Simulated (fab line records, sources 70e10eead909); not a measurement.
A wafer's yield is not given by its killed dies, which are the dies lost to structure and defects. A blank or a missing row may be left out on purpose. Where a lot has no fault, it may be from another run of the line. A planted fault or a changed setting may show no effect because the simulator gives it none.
fab line records | flow nand_harc
record: lots: 7 | wafers: 21 | last_day: 30
route steps=1302 shown A_SLIT@945 A_SIN_REMOVE@947 A_WL_FILL@952 END@1302
lots untouched by any fault: they come from a run of this same line in which no faults occurred
start_h: the number of hours between the record's first day and the start of the first shown wafer of the lot | wait_h: hours since the lot's step before | " identical to the entry in the row above | L1.1+2: a single row standing in for several wafers | - value missing, or start not given | * or withheld: withheld | < > ~ a bound
route shown NAME@n: a module of which the file shows steps, and the number in the route of the first | usual: mean/standard deviation of fault-free wafers | same: alike in all rows | chamber/n: place in a boat | sites: each site's reading | _std_site: the standard deviation of these | _edge_site: the outer-site mean with the inner-site mean subtracted | radius_mm: for every site, how far away it sits from the centre of the wafer | mask NAME#n: copy n | behind: the most recent tool/chamber to have shaped the wafer | hold: why the lot was held/for how many hours/how that ended | device: names the non-switching transistor (n, p or np) | end of line: the same wafers' tests at the end of the route | a step with no rows: only its recipe | killed: count of dies lost to structure and defects at first sort (not the wafer's yield) | map: a wafer's dies, marking killed ones x, the rest . and places with no die _
set.NAME: setting as actually run; set.NAME@STEP: the setting as run at that earlier step | model.NAME: the simulator's own value behind a step, which no gauge read
certain route steps with their lots: each step a table, each wafer a row
services: a tool's chamber out of use, with start hour (start_h, from the record's first day; less than 0 if before it), hours out, and reason
== steps ==
step: NHARC_A_SLIT_SRD_20
step: NHARC_A_SLIT_CD_MEAS_21
usual: cd_nm: 289.5/0.79
lot.wafer | tool      | chamber | start_h | wait_h | cd_nm
L502.3    | cd_sem-02 | -       | 475.26  | -      | 290.0
L502.4    | "         | -       | "       | "      | 289.5
L502.5    | "         | -       | "       | "      | 289.7
L507.3    | cd_sem-01 | -       | 542.05  | -      | 290.1
L507.4    | "         | -       | "       | "      | 290.3
L507.6    | "         | -       | "       | "      | 289.6
L509.1    | cd_sem-01 | -       | 566.73  | -      | 291.5
L509.2    | "         | -       | "       | "      | 290.6
L509.3    | "         | -       | "       | "      | 289.6
L510.1    | cd_sem-03 | -       | 576.48  | -      | 290.2
L510.3    | "         | -       | "       | "      | 289.3
L510.4    | "         | -       | "       | "      | 290.3
L511.1    | cd_sem-03 | -       | 586.28  | -      | 288.6
L511.2    | "         | -       | "       | "      | 289.2
L511.6    | "         | -       | "       | "      | 290.2
L514.1    | cd_sem-02 | -       | 599.04  | -      | 289.8
L514.3    | "         | -       | "       | "      | 289.6
L514.4    | "         | -       | "       | "      | 289.7
L516.2    | cd_sem-03 | -       | 620.67  | -      | 288.4
L516.5    | "         | -       | "       | "      | 289.3
L516.6    | "         | -       | "       | "      | 288.6
step: NHARC_A_SIN_REMOVE_WET_00
recipe: temp_c: 160 | time_s: 15300 | chemistry: H3PO4
step: NHARC_A_SIN_REMOVE_PRECLEAN_01
recipe: time_s: * | temp_c: 50 | bath_age_min: 0 | chemistry: SC1
step: NHARC_A_SIN_REMOVE_SRD_02
step: NHARC_A_SIN_REMOVE_INSPECT_04
usual: raw_defect_count: 380/89
lot.wafer | tool              | chamber | start_h | wait_h | raw_defect_count
L502.3    | defect_inspect-02 | -       | 481.42  | 0.0    | 280
L502.4    | "                 | -       | "       | "      | 272
L502.5    | "                 | -       | "       | "      | 327
L507.3    | defect_inspect-02 | -       | 548.69  | 0.0    | 465
L507.4    | "                 | -       | "       | "      | 384
L507.6    | "                 | -       | "       | "      | 360
L509.1    | defect_inspect-01 | -       | 573.32  | 0.0    | 498
L509.2    | "                 | -       | "       | "      | 423
L509.3    | "                 | -       | "       | "      | 428
L510.1    | defect_inspect-01 | -       | 583.13  | 0.0    | 515
L510.3    | "                 | -       | "       | "      | 378
L510.4    | "                 | -       | "       | "      | 565
L511.1    | defect_inspect-01 | -       | 592.92  | 0.0    | 477
L511.2    | "                 | -       | "       | "      | 457
L511.6    | "                 | -       | "       | "      | 398
L514.1    | defect_inspect-02 | -       | 605.66  | 0.0    | 240
L514.3    | "                 | -       | "       | "      | 264
L514.4    | "                 | -       | "       | "      | 316
L516.2    | defect_inspect-01 | -       | 627.27  | 0.0    | 412
L516.5    | "                 | -       | "       | "      | 319
L516.6    | "                 | -       | "       | "      | 268
step: NHARC_A_WL_FILL_ALD_00
recipe: target_thk_a: 30 | pulse_time_s: 3 | ald_cycles: 30 | temp_c: 300 | material: Al2O3
usual: heater_power_w: 467/48 | precursor_pulse_height_rel: 1.003/0.02
lot.wafer | tool      | chamber | start_h | wait_h | heater_power_w | precursor_pulse_height_rel
L502.3    | ald_hk-02 | 1       | 481.48  | 0.1    | 437            | 0.990
L502.4    | "         | 0       | "       | "      | 540            | 1.011
L502.5    | "         | 2       | "       | "      | 413            | 1.026
L507.3    | ald_hk-02 | 3       | 548.75  | 0.1    | 508            | 0.991
L507.4    | "         | 1       | "       | "      | 439            | 0.999
L507.6    | "         | 3       | "       | "      | 513            | 0.987
L509.2    | ald_hk-02 | 0       | 573.39  | 0.1    | 540            | 1.007
L509.1    | "         | 2       | "       | "      | 428            | 0.991
L509.3    | "         | 3       | "       | "      | 519            | 0.988
L510.1    | ald_hk-01 | 2       | 583.36  | 0.2    | 428            | 1.011
L510.3    | "         | 3       | "       | "      | 430            | 1.019
L510.4    | "         | 0       | "       | "      | 487            | 0.996
L511.2    | ald_hk-04 | 2       | 592.99  | 0.1    | 417            | 0.994
L511.1    | "         | 3       | "       | "      | 503            | 1.031
L511.6    | "         | 3       | "       | "      | 513            | 1.007
L514.1    | ald_hk-04 | 2       | 605.73  | 0.1    | 403            | 0.999
L514.4    | "         | 3       | "       | "      | 510            | 1.014
L514.3    | "         | 1       | "       | "      | 473            | 1.011
L516.2    | ald_hk-01 | 2       | 627.39  | 0.1    | 424            | 1.015
L516.6    | "         | 0       | "       | "      | 502            | 1.014
L516.5    | "         | 1       | "       | "      | 422            | 0.970
step: NHARC_A_WL_FILL_RTA_01
recipe: temp_c: 1000 | time_s: 5
usual: lamp_power_pct: 31/3.1 | lamp_zone_4_pct: 31/3.1 | lamp_zone_6_pct: 31/3.1 | lamp_zone_7_pct: 31/3.1 | wafer_temp_C_max: 1007.1/2.6
lot.wafer | tool          | chamber | start_h | wait_h | lamp_power_pct | lamp_zone_4_pct | lamp_zone_6_pct | lamp_zone_7_pct | wafer_temp_C_max
L502.3    | rtp_anneal-01 | 0       | 481.80  | -      | 28             | 28              | 28              | 28              | 1005.8
L502.4    | "             | 0       | "       | "      | 28             | 28              | 28              | 28              | 1009.0
L502.5    | "             | 0       | "       | "      | 28             | 28              | 28              | 28              | 1007.5
L507.3    | rtp_anneal-01 | 0       | 549.07  | -      | 28             | 28              | 28              | 28              | 1007.3
L507.4    | "             | 0       | "       | "      | 28             | 28              | 28              | 28              | 1008.7
L507.6    | "             | 0       | "       | "      | 28             | 28              | 28              | 28              | 1007.6
L509.1    | rtp_anneal-01 | 0       | 573.65  | -      | 28             | 28              | 28              | 28              | 1009.3
L509.2    | "             | 0       | "       | "      | 28             | 28              | 28              | 28              | 1012.5
L509.3    | "             | 0       | "       | "      | 28             | 28              | 28              | 28              | 1010.2
L510.1    | rtp_anneal-02 | 0       | 583.63  | -      | 34             | 34              | 34              | 34              | 1004.5
L510.3    | "             | 0       | "       | "      | 34             | 34              | 34              | 34              | 1006.8
L510.4    | "             | 0       | "       | "      | 34             | 34              | 34              | 34              | 1006.5
L511.1    | rtp_anneal-02 | 0       | 593.26  | -      | 34             | 34              | 34              | 34              | 1005.3
L511.2    | "             | 0       | "       | "      | 34             | 34              | 34              | 34              | 1004.4
L511.6    | "             | 0       | "       | "      | 34             | 34              | 34              | 34              | 1004.1
L514.1    | rtp_anneal-01 | 0       | 605.99  | -      | 28             | 28              | 28              | 28              | 1007.8
L514.3    | "             | 0       | "       | "      | 28             | 28              | 28              | 28              | 1010.8
L514.4    | "             | 0       | "       | "      | 28             | 28              | 28              | 28              | 1012.1
L516.2    | rtp_anneal-02 | 0       | 627.63  | -      | 34             | 34              | 34              | 34              | 1003.4
L516.5    | "             | 0       | "       | "      | 34             | 34              | 34              | 34              | 1004.7
L516.6    | "             | 0       | "       | "      | 34             | 34              | 34              | 34              | 1003.4
step: NHARC_A_WL_FILL_ALD_02
recipe: target_thk_a: 20 | pulse_time_s: 3 | ald_cycles: 100 | temp_c: 450 | material: TiN
usual: heater_power_w: 1032/100 | precursor_pulse_height_rel: 0.999/0.02
lot.wafer | tool         | chamber | start_h | wait_h | heater_power_w | precursor_pulse_height_rel
L502.4    | ald_metal-03 | 2       | 481.99  | 0.1    | 1108           | 0.962
L502.3    | "            | 3       | "       | "      | 1020           | 0.988
L502.5    | "            | 2       | "       | "      | 1129           | 1.007
L507.4    | ald_metal-02 | 2       | 549.23  | 0.1    | 1179           | 1.021
L507.3    | "            | 1       | "       | "      | 1006           | 0.991
L507.6    | "            | 3       | "       | "      | 879            | 1.018
L509.2    | ald_metal-02 | 1       | 573.86  | 0.2    | 990            | 0.979
L509.3    | "            | 3       | "       | "      | 866            | 0.988
L509.1    | "            | 0       | "       | "      | 1114           | 0.974
L510.3    | ald_metal-03 | 2       | 583.84  | 0.1    | 1044           | 0.975
L510.1    | "            | 0       | "       | "      | 1012           | 1.019
L510.4    | "            | 2       | "       | "      | 996            | 0.992
L511.1    | ald_metal-03 | 2       | 593.52  | 0.2    | 1004           | 0.987
L511.2    | "            | 3       | "       | "      | 1083           | 0.991
L511.6    | "            | 0       | "       | "      | 993            | 0.982
L514.1    | ald_metal-01 | 3       | 606.21  | 0.2    | 1170           | 1.008
L514.4    | "            | 1       | "       | "      | 1101           | 1.002
L514.3    | "            | 2       | "       | "      | 973            | 1.016
L516.2    | ald_metal-02 | 3       | 627.82  | 0.2    | 875            | 1.015
L516.5    | "            | 3       | "       | "      | 876            | 0.989
L516.6    | "            | 0       | "       | "      | 1137           | 1.008
step: NHARC_A_WL_FILL_CVD_03
recipe: target_thk_a: 400 | temp_c: 300 | pressure_torr: 40 | wf6_flow_sccm: 40 | h2_flow_sccm: 1600 | ar_flow_sccm: 1560 | time_s: 279 | material: W
usual: heater_power_w: 485/25 | throttle_valve_pct: 8.0/0.32
lot.wafer | tool     | chamber | start_h | wait_h | heater_power_w | throttle_valve_pct
L502.4    | cvd_w-01 | 1       | 482.50  | 0.2    | 489            | 8.3
L502.3    | "        | 0       | "       | "      | 523            | 7.6
L502.5    | "        | 1       | "       | "      | 491            | 8.3
L507.4    | cvd_w-02 | 1       | 549.77  | 0.2    | 458            | 7.9
L507.3    | "        | 0       | "       | "      | 483            | 8.1
L507.6    | "        | 1       | "       | "      | 451            | 7.9
L509.1    | cvd_w-02 | 0       | 574.29  | 0.1    | 490            | 8.0
L509.2    | "        | 1       | "       | "      | 443            | 8.0
L509.3    | "        | 1       | "       | "      | 459            | 8.4
L510.1    | cvd_w-02 | 0       | 584.40  | 0.1    | 485            | 7.8
L510.3    | "        | 0       | "       | "      | 483            | 7.8
L510.4    | "        | 1       | "       | "      | 450            | 8.3
L511.2    | cvd_w-02 | 1       | 593.98  | 0.1    | 448            | 8.4
L511.1    | "        | 0       | "       | "      | 496            | 7.8
L511.6    | "        | 0       | "       | "      | 485            | 7.9
L514.1    | cvd_w-02 | 1       | 606.65  | 0.1    | 438            | 8.1
L514.3    | "        | 1       | "       | "      | 444            | 8.5
L514.4    | "        | 0       | "       | "      | 498            | 7.8
L516.2    | cvd_w-01 | 0       | 628.31  | 0.1    | 522            | 7.7
L516.5    | "        | 1       | "       | "      | 474            | 8.4
L516.6    | "        | 0       | "       | "      | 531            | 8.0
step: NHARC_A_WL_FILL_ETCHBACK_04
recipe: target_depth_a: 600 | time_s: 120 | chemistry: NF3
usual: drypump_motor_current_A: 5.7/0.63 | oes_product_au: 0.998/0.014 | run_length_s: 141.3/0.41
lot.wafer | tool         | chamber | start_h | wait_h | drypump_motor_current_A | oes_product_au | rf_hours_counter_h | run_length_s
L502.3    | rie_metal-02 | 1       | 482.83  | 0.2    | 6.8                     | 0.990          | -                  | 142.7
L502.4    | "            | 0       | "       | "      | 5.4                     | 1.010          | -                  | 141.3
L502.5    | "            | 0       | "       | "      | 5.4                     | 1.000          | -                  | 141.1
L507.3    | rie_metal-01 | 1       | 550.10  | 0.2    | 4.8                     | 1.015          | -                  | 141.3
L507.4    | "            | 0       | "       | "      | 5.6                     | 1.017          | -                  | 141.2
L507.6    | "            | 1       | "       | "      | 4.8                     | 1.014          | -                  | 141.0
L509.2    | rie_metal-01 | 1       | 574.67  | 0.3    | 4.8                     | 1.020          | 3.4                | 141.4
L509.1    | "            | 0       | "       | "      | 5.6                     | 1.007          | 3.0                | 169.0
L509.3    | "            | 1       | "       | "      | 4.7                     | 1.018          | -                  | 141.1
L510.1    | rie_metal-01 | 0       | 584.77  | 0.3    | 5.6                     | 0.994          | 0.0                | 169.1
L510.4    | "            | 0       | "       | "      | 5.6                     | 0.996          | -                  | 169.3
L510.3    | "            | 1       | "       | "      | 4.8                     | 1.034          | -                  | 141.2
L511.1    | rie_metal-01 | 0       | 594.36  | 0.3    | 5.6                     | 0.997          | 0.2                | 169.1
L511.2    | "            | 1       | "       | "      | 4.8                     | 1.022          | 0.2                | 141.0
L511.6    | "            | 0       | "       | "      | 5.6                     | 0.989          | -                  | 140.9
L514.1    | rie_metal-02 | 1       | 607.02  | 0.3    | 6.7                     | 0.989          | 2.2                | 141.9
L514.3    | "            | 1       | "       | "      | 6.7                     | 0.982          | -                  | 142.0
L514.4    | "            | 0       | "       | "      | 5.4                     | 0.996          | -                  | 141.2
L516.2    | rie_metal-03 | 1       | 628.63  | 0.3    | 5.8                     | 0.977          | 1.6                | 141.3
L516.6    | "            | 1       | "       | "      | 5.8                     | 0.975          | -                  | 141.0
L516.5    | "            | 0       | "       | "      | 6.3                     | 0.982          | -                  | 141.0
step: NHARC_A_WL_FILL_ETCHBACK_05
recipe: target_depth_a: 220 | time_s: 60 | temp_c: 40 | chemistry: Cl2/BCl3
usual: drypump_motor_current_A: 5.7/0.63 | oes_product_au: 0.999/0.015 | run_length_s: 81.3/0.43
lot.wafer | tool         | chamber | start_h | wait_h | drypump_motor_current_A | oes_product_au | rf_hours_counter_h | run_length_s
L502.4    | rie_metal-02 | 1       | 483.03  | 0.1    | 6.8                     | 0.984          | -                  | 82.1
L502.3    | "            | 0       | "       | "      | 5.4                     | 1.009          | -                  | 81.1
L502.5    | "            | 0       | "       | "      | 5.4                     | 1.017          | -                  | 81.3
L507.4    | rie_metal-01 | 0       | 550.30  | 0.1    | 5.6                     | 1.012          | -                  | 80.9
L507.3    | "            | 1       | "       | "      | 4.8                     | 1.012          | -                  | 81.5
L507.6    | "            | 1       | "       | "      | 4.8                     | 1.015          | -                  | 81.6
L509.1    | rie_metal-01 | 1       | 574.91  | 0.2    | 4.8                     | 1.012          | 3.5                | 81.1
L509.2    | "            | 0       | "       | "      | 5.6                     | 1.012          | 3.1                | 81.2
L509.3    | "            | 0       | "       | "      | 5.6                     | 1.014          | -                  | 80.8
L510.1    | rie_metal-01 | 0       | 585.01  | 0.2    | 5.6                     | 0.985          | 0.1                | 81.0
L510.3    | "            | 0       | "       | "      | 5.6                     | 0.993          | -                  | 80.9
L510.4    | "            | 1       | "       | "      | 4.8                     | 1.035          | -                  | 81.3
L511.1    | rie_metal-01 | 1       | 594.60  | 0.2    | 4.8                     | 1.019          | 0.4                | 81.3
L511.2    | "            | 0       | "       | "      | 5.6                     | 0.993          | 0.4                | 81.1
L511.6    | "            | 0       | "       | "      | 5.6                     | 0.998          | -                  | 81.3
L514.1    | rie_metal-02 | 1       | 607.26  | 0.2    | 6.7                     | 1.000          | 2.3                | 82.0
L514.3    | "            | 1       | "       | "      | 6.7                     | 1.001          | -                  | 82.7
L514.4    | "            | 0       | "       | "      | 5.4                     | 1.004          | -                  | 81.1
L516.2    | rie_metal-03 | 1       | 628.87  | 0.2    | 5.8                     | 0.972          | 1.7                | 80.9
L516.6    | "            | 1       | "       | "      | 5.8                     | 0.973          | -                  | 80.7
L516.5    | "            | 0       | "       | "      | 6.4                     | 0.988          | -                  | 81.2
step: NHARC_END_SORT_01
recipe: temp_c: 25
usual: killed_at_array: 61/26 | killed_at_other: 0.8/1.1 | killed_at_periphery: 4.0/2.6 | killed_dies: 66/26 | killed_open: 3.1/1.7 | killed_short: 2.5/1.5
same: gross_dies: 677
lot.wafer | tool      | chamber | start_h | wait_h | killed_at_array | killed_at_other | killed_at_periphery | killed_dies | killed_open | killed_short
L507.3    | prober-02 | 0       | 644.42  | 3.1    | 99              | 0               | 4                   | 103         | 4           | 1
L507.4    | prober-02 | 0       | 645.23  | 3.5    | 77              | 0               | 7                   | 84          | 3           | 0
L507.6    | prober-02 | 0       | 646.86  | 4.1    | 87              | 1               | 3                   | 91          | 4           | 2
L510.1    | prober-02 | 0       | 690.00  | 2.5    | 67              | 3               | 2                   | 72          | 2           | 1
L510.3    | prober-02 | 0       | 691.64  | 3.1    | 75              | 1               | 9                   | 85          | 6           | 2
L510.4    | prober-02 | 0       | 692.47  | 3.5    | 58              | 2               | 4                   | 64          | 2           | 3
L511.1    | prober-02 | 0       | 718.39  | 2.5    | 62              | 0               | 1                   | 63          | 2           | 2
L511.2    | prober-02 | 0       | 719.19  | 2.8    | 63              | 0               | 5                   | 68          | 5           | 4
L511.6    | prober-02 | 0       | 722.38  | 4.0    | 60              | 0               | 2                   | 62          | 1           | 3
L516.2    | prober-01 | 0       | 720.85  | 2.8    | 25              | 2               | 1                   | 28          | 3           | 4
killed by level:class
L507.3 A_SLIT:chamber_film_flake=35 A_CHANNEL_HOLE_D2:chamber_film_flake=31 A_CHANNEL_HOLE_D1:chamber_film_flake=28 P_CONTACT:geometric_particle:open=1 A_WL_FILL:geometric_particle:short=1 A_WL_FILL:geometric_particle:open=1 A_CONTACT:geometric_particle:open=1 A_M1:geometric_particle:open=1
L507.4 A_SLIT:chamber_film_flake=27 A_CHANNEL_HOLE_D2:chamber_film_flake=23 A_CHANNEL_HOLE_D1:chamber_film_flake=18 A_CONTACT:chamber_film_flake=3 P_GATE:chamber_film_flake=2 A_STAIRCASE:chamber_film_flake=2 P_GATE:geometric_particle:open=1 P_M0:geometric_particle:open=1
L507.6 A_SLIT:chamber_film_flake=33 A_CHANNEL_HOLE_D2:chamber_film_flake=23 A_CHANNEL_HOLE_D1:chamber_film_flake=20 A_SGD_CUT:geometric_particle:open=2 A_DECK1_JOINT:chamber_film_flake=2 A_CONTACT:chamber_film_flake=2 P_GATE:geometric_particle:open=1 A_CHANNEL_HOLE_D2:geometric_particle:short=1
L510.1 A_SLIT:chamber_film_flake=33 A_CONTACT:chamber_film_flake=13 A_CHANNEL_HOLE_D2:chamber_film_flake=8 A_CHANNEL_HOLE_D1:chamber_film_flake=6 THIN_TSV:chamber_film_flake=3 P_GATE:chamber_film_flake=2 A_CHANNEL_FILL_D2:chamber_film_flake=2 A_ONON_D1:geometric_particle:short=1
L510.3 A_SLIT:chamber_film_flake=29 A_CONTACT:chamber_film_flake=16 A_CHANNEL_HOLE_D1:chamber_film_flake=10 A_CHANNEL_HOLE_D2:chamber_film_flake=10 P_GATE:chamber_film_flake=6 A_CHANNEL_FILL_D1:geometric_particle:open=2 A_STAIRCASE:chamber_film_flake=2 P_GATE:geometric_particle:open=1
L510.4 A_SLIT:chamber_film_flake=29 A_CHANNEL_HOLE_D2:chamber_film_flake=12 A_CONTACT:chamber_film_flake=5 P_GATE:chamber_film_flake=3 A_CHANNEL_FILL_D2:chamber_film_flake=3 A_WL_FILL:geometric_particle:short=2 A_CHANNEL_HOLE_D1:chamber_film_flake=2 P_BONDPAD:geometric_particle:open=1
L511.1 A_SLIT:chamber_film_flake=31 A_CHANNEL_HOLE_D2:chamber_film_flake=12 A_CHANNEL_HOLE_D1:chamber_film_flake=6 A_CONTACT:chamber_film_flake=5 A_ONON_D1:geometric_particle:short=1 A_CHANNEL_HOLE_D1:geometric_particle:short=1 A_DECK1_JOINT:geometric_particle:open=1 A_SLIT:geometric_particle:open=1
L511.2 A_SLIT:chamber_film_flake=28 A_CONTACT:chamber_film_flake=9 A_CHANNEL_HOLE_D2:chamber_film_flake=7 A_CHANNEL_HOLE_D1:chamber_film_flake=6 A_CHANNEL_FILL_D2:chamber_film_flake=2 A_STAIRCASE:chamber_film_flake=2 A_SGD_CUT:chamber_film_flake=2 P_GATE:geometric_particle:short=1
L516.2 A_CONTACT:chamber_film_flake=6 A_CHANNEL_HOLE_D1:chamber_film_flake=5 A_SGD_CUT:chamber_film_flake=3 A_STAIRCASE:chamber_film_flake=2 A_SLIT:chamber_film_flake=2 A_ONON_D1:geometric_particle:short=1 A_ONON_D1:geometric_particle:open=1 A_ONON_D2:geometric_particle:open=1
L511.6 A_SLIT:chamber_film_flake=28 A_CHANNEL_HOLE_D2:chamber_film_flake=9 A_CONTACT:chamber_film_flake=6 A_STAIRCASE:chamber_film_flake=5 A_CHANNEL_HOLE_D1:chamber_film_flake=4 A_SGD_CUT:chamber_film_flake=3 A_CHANNEL_FILL_D2:chamber_film_flake=2 P_M0:geometric_particle:short=1
== services ==
tool         | chamber | start_h | hours | kind
rie_metal-02 | -       | 458.81  | 9.0   | pm
cvd_w-02     | 0       | 463.00  | -     | clean
cvd_w-02     | 1       | 463.00  | -     | clean
ald_hk-04    | -       | 476.97  | 2.1   | repair
ald_hk-02    | -       | 487.98  | 1.1   | repair
ald_hk-04    | -       | 492.85  | 0.5   | repair
ald_metal-01 | 3       | 508.46  | 4.6   | repair
cvd_w-01     | 1       | 512.52  | 1.7   | repair
rie_metal-03 | -       | 519.00  | 9.0   | pm
ald_metal-01 | -       | 526.00  | 10.0  | pm
ald_hk-02    | -       | 531.74  | 10.0  | pm
cvd_w-01     | -       | 547.00  | 13.0  | pm
ald_metal-01 | 0       | 560.98  | 7.3   | repair
ald_metal-01 | 1       | 566.11  | 28.7  | repair
ald_metal-03 | -       | 568.01  | 10.0  | pm
rie_metal-01 | -       | 575.00  | 9.0   | pm
rie_metal-01 | 0       | 575.00  | 9.0   | vent_cycle
rie_metal-01 | 1       | 575.00  | 9.0   | vent_cycle
rie_metal-01 | 0       | 584.00  | -     | clean
rie_metal-01 | 1       | 584.00  | -     | clean
cvd_w-01     | 0       | 606.92  | 5.2   | repair
ald_metal-02 | -       | 610.00  | 10.0  | pm
ald_hk-04    | -       | 613.71  | 10.0  | pm
cvd_w-01     | 0       | 617.69  | 3.2   | repair
== key ==
first_sign: step: NHARC_A_WL_FILL_ETCHBACK_04 | reading: run_length_s | direction: up | sigmas: 67 | usual: * | struck: *
effect none on later readings
met_at NHARC_A_WL_FILL_ETCHBACK_04
struck_wafers L509.1,L510.1,L510.4,L511.1
tester_left_out L509,L510,L511
onset_between 550.10 574.67
fault: kind: process_parameter_drift | tool: rie_metal-01 | chamber: - | onset_h: 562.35 | steps: NHARC_A_WL_FILL_ETCHBACK_04 | channel: time_s | offset: * | shape: step | end_h: 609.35 | scope: struck_wafers_only | acts_in: * | stated: *
tester_left_out: of these lots the tester's yield and bins aren't shown, on N5 and GAA mostly nor the transistor test; their killed dies are dies lost to structure and defects alone, not to doping, threshold or leakage, so they don't give the yield
